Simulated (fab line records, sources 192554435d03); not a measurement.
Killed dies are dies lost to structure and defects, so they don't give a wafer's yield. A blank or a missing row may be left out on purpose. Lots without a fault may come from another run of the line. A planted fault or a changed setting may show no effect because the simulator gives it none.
fab line records | flow n5_finfet
record lots=10 wafers=27 last_day=17
route steps=1938 shown FIN_CUT@164 STI_FIN_REVEAL@184 BEOL_M4@1111 PASSIVATION@1936
lots that met no fault: from a run of the same line without faults
start_h: hours from the record's first day to the start of the lot's first wafer shown | wait_h: hours since the lot's step before | " the same as in the row above | L1.1+2: a row that stands for several wafers | - no value, or no start given | * or withheld: withheld | < > ~ a bound
route shown NAME@n: a module of which the file shows steps, and the number in the route of the first | usual: mean/standard deviation of fault-free wafers | same: alike in all rows | chamber/n: place in a boat | sites: the reading at each site | _std_site: their standard deviation | _edge_site: outer sites' mean less inner sites' | radius_mm: how far each site lies from the wafer's centre | mask NAME#n: copy n | behind: the tool/chamber that last shaped the wafer | hold: why the lot was held/for how many hours/how that ended | device: the transistor (n, p or np) that didn't switch | end of line: the same wafers' tests at the end of the route | a step without rows: its recipe alone | killed: dies lost to structure and defects at the first sort, not the wafer's yield | map: a wafer's dies, x killed, . not, _ none there
set.NAME: the setting as run; set.NAME@STEP: as run at that earlier step | model.NAME: the simulator's own value behind a step, which no gauge read
steps of the route over a sample of lots; a table a step, a row a wafer
services: from which hour (start_h, from the record's first day; less than 0 if before it) a tool's chamber was out of use, for how many hours, and why
## steps
# step N5_FIN_CUT_OVL_MEAS_09
# recipe points_per_wafer=522
# usual FIN_CUT_OVL=0.0/0.6
# columns lot.wafer tool chamber start_h wait_h FIN_CUT_OVL[nm]
L276.2 overlay-01 0 38.47 0.0 0.8
L276.3 " 0 " " 0.9
L276.5 " 0 " " 0.8
L277.4 overlay-01 0 46.59 0.0 0.7
L277.5 " 0 " " 1.4
L277.6 " 0 " " -0.6
L280.2 overlay-01 0 67.53 0.0 0.0
L280.3 " 0 " " 0.3
L280.6 " 0 " " -0.2
L282.2 overlay-01 0 75.43 0.0 0.8
L282.4 " 0 " " 1.5
L282.5 " 0 " " 1.0
L283.2 overlay-01 0 81.39 0.0 -0.5
L283.3 " 0 " " -0.8
L283.6 " 0 " " -0.5
L289.3 overlay-02 0 117.23 0.0 -0.1
L289.4 " 0 " " -1.0
L289.5 " 0 " " -0.4
L290.2 overlay-02 0 123.09 0.0 -0.3
L290.3 " 0 " " -0.5
L290.4 " 0 " " -0.4
L292.3 overlay-01 0 134.80 0.0 0.2
L292.6 " 0 " " -0.9
L293.1 overlay-01 0 140.86 0.0 0.5
L293.6 " 0 " " 0.6
L295.3 overlay-02 0 154.68 0.0 -1.0
L295.6 " 0 " " -1.0
# step N5_FIN_CUT_CUT_ETCH_26
# recipe chemistry=CH3F/O2 target=SiNx target_depth_a=390 mask_material=SOC time_s=55.7 pressure_mtorr=30 source_w=395 bias_w=73 Ar_flow_sccm=150 CH3F_flow_sccm=30 O2_flow_sccm=20 ion_energy_ev=120
# usual drypump_motor_current_A=5.4/0.4 mfc_ar_sccm=150.0/0.47 oes_product_au=0.79/0.079 rf_vpp_V=297/3.3 run_length_s=79.08/0.29 showerhead_plenum_p_Torr=2.01/0.041 throttle_valve_pct=16.36/0.24
# columns lot.wafer tool chamber start_h wait_h drypump_motor_current_A mfc_ar_sccm oes_product_au rf_hours_counter_h rf_vpp_V run_length_s showerhead_plenum_p_Torr throttle_valve_pct
L276.2 rie_diel-06 3 38.99 0.0 5.2 149.7 0.72 200 297 78.56 1.98 16.62
L276.3 " 0 " " 5.4 150.6 0.76 157 297 79.03 2.00 16.55
L276.5 " 0 " " 5.4 150.2 0.76 - 294 78.93 2.00 16.54
L277.4 rie_diel-03 2 47.10 0.0 5.8 149.8 0.74 143 300 79.12 2.09 16.10
L277.5 " 3 " " 5.4 150.8 0.79 - 294 78.92 2.01 16.56
L277.6 " 0 " " 6.2 149.7 0.69 - 295 78.83 1.98 16.40
L280.2 rie_diel-03 0 68.24 0.0 6.2 150.2 0.69 237 296 78.58 1.97 16.41
L280.3 " 2 " " 5.8 149.8 0.73 151 299 79.22 2.08 16.13
L280.6 " 2 " " 5.8 149.8 0.73 - 299 79.02 2.08 16.12
L282.2 rie_diel-05 0 75.95 0.0 4.9 150.0 0.72 189 295 78.54 1.99 16.61
L282.4 " 3 " " 5.4 150.0 0.79 95 304 79.22 2.03 16.11
L282.5 " 1 " " 4.9 150.5 0.92 - 300 79.06 1.96 16.06
L283.2 rie_diel-03 1 81.91 0.0 5.1 148.8 0.86 53 299 79.58 2.04 16.11
L283.3 " 3 " " 5.4 149.2 0.78 117 294 79.07 2.01 16.58
L283.6 " 3 " " 5.4 150.2 0.79 - 294 79.18 2.01 16.58
L289.3 rie_diel-06 3 117.75 0.0 5.2 150.5 0.71 226 295 78.59 1.97 16.65
L289.4 " 1 " " 5.7 149.9 0.69 239 293 79.99 1.89 16.57
L289.5 " 2 " " 5.8 149.7 0.81 - 296 79.32 2.03 16.37
L290.2 rie_diel-06 1 123.61 0.0 5.7 150.6 0.68 242 294 79.38 1.89 16.55
L290.3 " 0 " " 5.4 149.8 0.73 184 294 79.24 1.99 16.59
L290.4 " 2 " " 5.8 151.1 0.81 82 298 79.39 2.03 16.40
L292.3 rie_diel-03 1 135.36 0.0 5.1 149.5 0.83 72 300 79.30 2.03 16.14
L292.6 " 2 " " 5.8 150.0 0.71 - 300 94.03 2.08 16.17
L293.1 rie_diel-03 0 141.39 0.0 6.2 150.8 0.97 1 295 93.85 1.97 16.00
L293.6 " 3 " " 5.5 150.2 0.76 - 294 94.18 2.00 16.62
L295.3 rie_diel-03 1 155.20 0.0 5.1 149.7 0.82 78 299 79.67 2.03 16.16
L295.6 " 2 " " 5.8 149.5 0.70 - 299 93.94 2.07 16.18
# step N5_FIN_CUT_PRECLEAN_35
# recipe time_s=13.3 temp_c=45 pressure_torr=125 p_hf_torr=3 p_coreactant_torr=25 chemistry=vHF
# usual drypump_motor_current_A=5.78/0.21
# columns lot.wafer tool chamber start_h wait_h drypump_motor_current_A
L276.2 vapor_etch-01 0 39.11 0.0 5.54
L276.3 " 0 " " 5.57
L276.5 " 0 " " 5.54
L277.4 vapor_etch-02 0 47.23 0.1 5.74
L277.5 " 0 " " 5.73
L277.6 " 1 " " 5.71
L280.2 vapor_etch-01 1 68.35 0.0 6.10
L280.3 " 1 " " 6.09
L280.6 " 0 " " 5.57
L282.2 vapor_etch-01 1 76.23 0.2 6.11
L282.4 " 0 " " 5.54
L282.5 " 0 " " 5.55
L283.2 vapor_etch-01 1 82.02 0.0 6.10
L283.3 " 1 " " 6.11
L283.6 " 1 " " 6.11
L289.3 vapor_etch-01 0 117.88 0.1 5.53
L289.4 " 1 " " 6.12
L289.5 " 1 " " 6.10
L290.2 vapor_etch-01 0 123.73 0.0 5.52
L290.3 " 1 " " 6.12
L290.4 " 0 " " 5.54
L292.3 vapor_etch-01 0 135.49 0.1 5.55
L292.6 " 0 " " 5.56
L293.1 vapor_etch-02 1 141.50 0.0 5.74
L293.6 " 1 " " 5.70
L295.3 vapor_etch-02 1 155.33 0.1 5.72
L295.6 " 0 " " 5.74
# step N5_STI_FIN_REVEAL_ALD_14
# recipe material=Si3N4 target_thk_a=30 temp_c=400 ald_precursor_family=SiH2I2 ald_co_reactant=N2/H2-plasma pressure_torr=2
# usual heater_power_w=881/70
# columns lot.wafer tool chamber start_h wait_h heater_power_w
L276.2 ald_sin-02 2 39.76 0.0 853
L276.3 " 1 " " 846
L276.5 " 3 " " 670
L277.4 ald_sin-01 1 47.68 0.0 939
L277.5 " 2 " " 886
L277.6 " 3 " " 922
L280.2 ald_sin-02 0 68.80 0.0 865
L280.3 " 1 " " 853
L280.6 " 2 " " 828
L282.2 ald_sin-02 0 76.68 0.0 894
L282.4 " 0 " " 892
L282.5 " 2 " " 856
L283.2 ald_sin-04 2 82.70 0.0 951
L283.3 " 3 " " 870
L283.6 " 0 " " 863
L289.3 ald_sin-02 1 118.39 0.0 898
L289.4 " 0 " " 876
L289.5 " 1 " " 859
L290.2 ald_sin-04 0 124.91 0.0 853
L290.3 " 2 " " 957
L290.4 " 3 " " 880
L292.3 ald_sin-04 2 135.94 0.0 980
L292.6 " 1 " " 956
L293.1 ald_sin-04 0 141.96 0.0 849
L293.6 " 0 " " 861
L295.3 ald_sin-02 0 155.78 0.0 906
L295.6 " 1 " " 910
# step N5_BEOL_M4_RC_MEAS_101
# usual DIBL_N=36.2/1.2 DIBL_P=36.3/1.3 IOFF_N=0.155/0.019 IOFF_P=0.210/0.029 ION_N=677/8.6 ION_P=465/6.8 SS_N=71.4/0.48 SS_P=73.2/0.53 VT_N=249.9/2.4 VT_P=-250/3.2
# columns lot.wafer tool chamber start_h wait_h DIBL_N[mV/V] DIBL_P[mV/V] IOFF_N[nA/um] IOFF_P[nA/um] ION_N[uA/um] ION_P[uA/um] SS_N[mV/dec] SS_P[mV/dec] VT_N[mV] VT_P[mV]
L276.2 prober-02 0 164.57 0.2 35.9 36.3 0.161 0.233 680 471 71.5 73.6 247.7 -247
L276.3 " 0 " " 35.5 36.4 0.155 0.227 690 476 70.4 72.9 246.8 -247
L276.5 " 0 " " 35.7 36.2 0.155 0.229 681 472 70.8 73.7 246.7 -248
L277.4 prober-01 0 188.14 0.5 34.5 35.1 0.138 0.196 682 470 70.4 73.4 250.0 -249
L277.5 " 0 " " 34.6 34.9 0.140 0.194 670 465 70.7 72.7 251.1 -251
L277.6 " 0 " " 34.0 34.1 0.121 0.177 664 456 70.3 72.9 253.0 -254
L280.2 prober-02 0 216.28 0.2 35.7 36.7 0.176 0.239 682 470 71.8 72.9 251.2 -250
L280.3 " 0 " " 34.8 35.9 0.147 0.219 680 474 70.9 74.0 250.3 -252
L280.6 " 0 " " 33.7 34.1 0.128 0.190 681 467 70.7 73.0 250.1 -250
L283.2 prober-01 0 224.86 0.2 37.3 38.1 0.192 0.255 688 467 71.8 74.0 248.3 -245
L283.3 " 0 " " 35.2 36.1 0.156 0.230 674 461 71.5 73.6 248.8 -245
L283.6 " 0 " " 35.7 36.5 0.164 0.228 676 467 71.1 72.9 248.3 -249
L282.2 prober-02 0 233.38 0.2 35.4 35.1 0.155 0.235 679 473 71.8 73.3 247.3 -246
L282.4 " 0 " " 36.1 35.5 0.165 0.245 683 477 71.8 73.4 248.0 -244
L282.5 " 0 " " 35.5 35.5 0.158 0.257 671 474 71.6 73.4 248.7 -244
L289.3 prober-01 0 265.65 0.3 37.0 37.8 0.187 0.269 680 469 71.5 74.1 245.6 -244
L289.4 " 0 " " 36.3 37.1 0.175 0.266 696 479 71.9 73.7 247.8 -247
L289.5 " 0 " " 36.7 37.1 0.172 0.257 686 478 71.8 73.1 245.8 -246
L290.2 prober-01 0 280.87 0.2 34.9 35.2 0.129 0.162 666 449 71.6 72.5 256.9 -258
L290.3 " 0 " " 35.5 36.2 0.147 0.182 669 455 71.6 73.1 251.4 -253
L290.4 " 0 " " 35.7 36.4 0.152 0.187 672 453 72.4 73.1 251.7 -254
L292.3 prober-02 0 282.88 0.3 37.7 38.4 0.173 0.227 672 463 71.7 73.7 250.5 -250
L292.6 " 0 " " 36.0 37.3 0.145 0.219 676 463 71.8 73.5 251.1 -248
L293.1 prober-02 0 284.92 0.0 35.8 36.8 0.170 0.225 678 472 71.5 73.3 245.8 -248
L293.6 " 0 " " 34.0 34.9 0.139 0.197 679 467 70.5 73.4 247.4 -249
L295.3 prober-02 0 308.31 0.3 37.3 37.1 0.156 0.218 680 465 71.6 72.3 250.3 -249
L295.6 " 0 " " 37.2 36.3 0.147 0.203 671 467 71.3 73.1 250.7 -249
# step N5_PASSIVATION_PROBE_49
# usual defect_limited_yield=91.2/1.4 killed_at_M0_to_M3=34/10 killed_at_M4_up=13/5.1 killed_at_contacts=12/6.5 killed_at_front_end=41/11 killed_at_other=4/3.3 killed_dies=104/16 killed_open=69/13 killed_short=33/7 sort_bin_5_function=5.1/0.91 sort_bin_6_memory=3.3/0.69 sort_n_pass=1076/16 sort_yield_pct=91.2/1.4
# same gross_dies=1180 killed_at_back_side=0 sort_bin_4_leakage[%]=0 sort_bin_8_speed[%]=0
# columns lot.wafer tool chamber start_h wait_h defect_limited_yield[%] killed_at_M0_to_M3 killed_at_M4_up killed_at_contacts killed_at_front_end killed_at_other killed_dies killed_open killed_short sort_bin_5_function[%] sort_bin_6_memory[%] sort_n_pass sort_yield_pct[%]
L292.3 prober-02 - 385.97 0.1 93.6 27 15 6 22 5 75 47 26 3.7 2.5 1105 93.6
# killed by level:class
L292.3 BEOL_M3:geometric_particle:open=10 FIN_SAQP:geometric_particle:short=8 BEOL_M4:geometric_particle:open=7 STI_FIN_REVEAL:geometric_particle:open=4 BEOL_M2:geometric_particle:open=4 MOL_CONTACT_COAG:geometric_particle:short=3 MOL_CONTACT_COAG:geometric_particle:open=3 BEOL_M0_SAQP:geometric_particle:short=3
## services
# columns tool chamber start_h hours kind
ald_sin-04 - 16.17 0.7 repair
ald_sin-04 1 38.41 8.5 repair
rie_diel-06 1 45.23 9.4 repair
rie_diel-05 - 53.95 0.3 repair
ald_sin-02 3 59.10 24.9 repair
ald_sin-04 1 77.96 9.3 repair
ald_sin-02 - 85.25 14.0 pm
ald_sin-02 0 85.25 14.0 vent_cycle
ald_sin-02 1 85.25 14.0 vent_cycle
ald_sin-02 2 85.25 14.0 vent_cycle
ald_sin-02 3 85.25 14.0 vent_cycle
vapor_etch-02 - 87.54 0.3 repair
ald_sin-01 - 93.32 1.1 repair
vapor_etch-01 - 98.38 0.1 repair
ald_sin-04 - 101.83 6.0 pm
rie_diel-03 0 109.73 - clean
rie_diel-03 0 109.73 - consumable_replace:focus_ring
rie_diel-03 0 109.73 26.8 scheduled_down
rie_diel-03 0 109.73 26.8 vent_cycle
ald_sin-04 3 112.23 5.1 repair
vapor_etch-01 - 144.17 28.1 pm
rie_diel-06 1 144.27 14.9 repair
rie_diel-03 3 152.15 13.5 repair
ald_sin-04 - 154.79 14.6 pm
## key
first_sign step=N5_FIN_CUT_CUT_ETCH_26 reading=run_length_s direction=up sigmas=52 usual=* struck=*
effect none on later readings
met_at N5_FIN_CUT_CUT_ETCH_26
struck_lots L292,L293,L295
struck_wafers L292.6,L293.1,L293.6,L295.6
not_acting_at N5_FIN_CUT_OVL_MEAS_09,N5_FIN_CUT_PRECLEAN_35,N5_STI_FIN_REVEAL_ALD_14
onset_between 81.91 135.36
fault kind=process_parameter_drift tool=rie_diel-03 chamber=- onset_h=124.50 steps=N5_FIN_CUT_CUT_ETCH_26 channel=time_s offset=* shape=step end_h=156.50 scope=struck_wafers_only acts_in=* stated=*
